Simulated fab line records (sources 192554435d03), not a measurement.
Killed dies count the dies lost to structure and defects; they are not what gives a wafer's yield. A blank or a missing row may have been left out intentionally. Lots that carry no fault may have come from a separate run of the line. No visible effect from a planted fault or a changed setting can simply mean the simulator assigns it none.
A struck lot beside a sound one    flow n5-finfet    37 out of 1938 route steps
Sound: the wafers L511.1, L511.3, L511.5. Struck: wafer L520.1. (L520.3, L520.5 of the same lot were not struck and are left out.) The cause comes at the end.
At each step with rows: each side's tool, then ch and its chambers, then its first start. Under that, the readings that differ: sound wafers    struck wafers    difference of the means    sigmas: that difference in standard deviations of wafers without a fault.
alike: readings whose means differ by less than 2 such deviations, and words and numbers that are the same on both sides. not compared: withheld readings, readings that some wafer has no value for, bounds like >300 that may hide the same value, and numbers for which the record gives no deviation and whose values overlap.
The two part at a step that has a row with sigmas, a row that says differs or no value, or rows on one side only. Numbers that don't overlap but have no deviation are shown without sigmas and don't part them. A reading that every wafer of one side lacks parts them only if that side has two wafers or more.

first, 9 steps without rows for these wafers: N5_MOL_CONTACT_COAG_COAT_34 (resist thk 40 nm); N5_MOL_CONTACT_COAG_EBR_36; N5_MOL_CONTACT_COAG_SOFTBAKE_35 (time 60 s); N5_MOL_CONTACT_COAG_EXPOSE_37 (exposes mask VD, defocus 0 nm); N5_MOL_CONTACT_COAG_PEB_38 (peb time 60 s); N5_MOL_CONTACT_COAG_DEVELOP_39 (develop time 30 s); N5_MOL_CONTACT_COAG_DESCUM_45 (chemistry O2, time 7 s); N5_MOL_CONTACT_COAG_ETCH_65 (etches underlayer in N2/H2, target depth 13 nm, time 10.4 s); N5_MOL_CONTACT_COAG_ETCH_66 (etches SiARC in CF4, target depth 13 nm, time 21.7 s).
N5_MOL_CONTACT_COAG_ALD_133: deposits SiO2, target thk 5 nm, pulse time 1 s, co reactant pulse time 1 s.
  sound on ald-sin-04 ch 0,1, day 5 09:31; struck on ald-sin-04 ch 3, day 7 14:19
reading                                             sound              struck  difference  sigmas
ald-cycles                                          35 35 35           55      +20         
precursor-pulse-height-rel                          1.013 0.998 1.029  0.950   -0.063      -3
model.SiO2_of_MOL_CONTACT_COAG_ALD_133.thk-nm (nm)  5 5 5              7.8     +2.8        
  alike: heater-power-w
then, 25 steps without rows for these wafers: N5_MOL_CONTACT_COAG_ETCHBACK_134 (etches SiO2 in CHF3, target depth 10 nm, time 6.7 s); N5_MOL_CONTACT_COAG_ETCH_67 (etches SOC in N2/H2, target depth 60 nm, overetch 21 nm, time 101.2 s); N5_MOL_CONTACT_COAG_STRIP_68 (strips in N2/H2); N5_MOL_CONTACT_COAG_STRIP_69 (strips in N2/H2); N5_MOL_CONTACT_COAG_ETCHBACK_136 (etches SiO2 in CHF3, target depth 25 nm, time 16.7 s); N5_MOL_CONTACT_COAG_STRIP_120 (strips in CHF3); N5_MOL_CONTACT_COAG_VIA_ETCH_117 (etches SiO2 in C4F6/O2, target depth 40 nm, overetch 8 nm, time 26 s); N5_MOL_CONTACT_COAG_ETCH_124 (etches SiNx in CH3F/O2, stops on SiOC, target depth 6.5 nm); N5_MOL_CONTACT_COAG_ETCH_48 (etches SiOC in C4F6/O2, target depth 15 nm, overetch 4.5 nm, time 17 s); N5_MOL_CONTACT_COAG_STRIP_72 (strips in N2/H2); N5_MOL_CONTACT_COAG_STRIP_49 (strips in N2/H2, time 30 s); N5_MOL_CONTACT_COAG_PRECLEAN_138 (cleans in alkaline clean, time 60 s); N5_MOL_CONTACT_COAG_SRD_139 (time 30 s); N5_MOL_CONTACT_COAG_PRE_CLEAN_121; N5_MOL_CONTACT_COAG_CVD_140 (deposits W, target thk 66.5 nm, time 215 s); N5_MOL_CONTACT_COAG_PRECLEAN_127 (cleans in DIW, time 57.5 s); N5_MOL_CONTACT_COAG_SRD_128 (dry time 32 s); N5_MOL_CONTACT_COAG_CMP_52 (polishes, stops on SiO2, t overpolish 1.5 s, target thk 66.5 nm); N5_MOL_CONTACT_COAG_ANNEAL_112 (time 1800 s); N5_BEOL_M0_SAQP_PECVD_00 (deposits SiCN from 3MS/NH3, target thk 8 nm, time 14 s); N5_BEOL_M0_SAQP_ILD_DEP_01 (deposits SiOC from DEMS/O2, target thk 45.419 nm, time 8.7 s); N5_BEOL_M0_SAQP_HM_DEP_02 (deposits TiN, target thk 12 nm); N5_BEOL_M0_SAQP_PECVD_03 (deposits SiCN from 3MS/NH3, target thk 12 nm, time 21.1 s); N5_BEOL_M0_SAQP_PECVD_96 (deposits a-Si from SiH4/He, target thk 45 nm, time 45.2 s); N5_BEOL_M0_SAQP_PECVD_97 (deposits SiNx from SiH4/NH3/N2, target thk 23 nm, time 19.9 s).
N5_BEOL_M4_RC_MEAS_101:
  the record has rows for the sound wafers here (prober-01 ch 0, day 9 10:09) and none for the struck ones
-- here the record skips 9 days between the struck wafers' starts before and after, leaving off in module BEOL_M4 and picking up in module PASSIVATION (first step shown: number 1936 of the route) --
N5_PASSIVATION_PROBE_49:
  sound on prober-01 at day 13 20:27; struck on prober-01 at day 16 09:22
reading                   sound           struck  difference  sigmas
defect-limited-yield (%)  90.8 93.1 92.5  0       -92         -71
killed_at_M0_to_M3        37 26 30        56      +25         +2
killed-at-contacts        7 14 6          1068    +1059       +99 or more
killed-dies               108 81 89       1180    +1087       +72
killed-on-rim             16 14 15        152     +137        +34
sort_bin_5_function (%)   6.0 4.3 4.3     95.8    +90.9       +99 or more
sort-n-pass               1072 1099 1091  0       -1087       -72
sort-yield-pct (%)        90.8 93.1 92.5  0       -92         -71
  alike: killed_at_M4_up, killed-at-front-end, killed-at-other, killed-open, killed-short, sort_bin_6_memory

## WHERE THEY PART
At N5_MOL_CONTACT_COAG_ALD_133 first; at N5_PASSIVATION_PROBE_49 last (within this record only).

WHY: what had been put in by the simulator
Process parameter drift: ald-sin-04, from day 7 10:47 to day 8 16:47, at N5_MOL_CONTACT_COAG_ALD_133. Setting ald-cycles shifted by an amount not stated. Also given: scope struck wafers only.
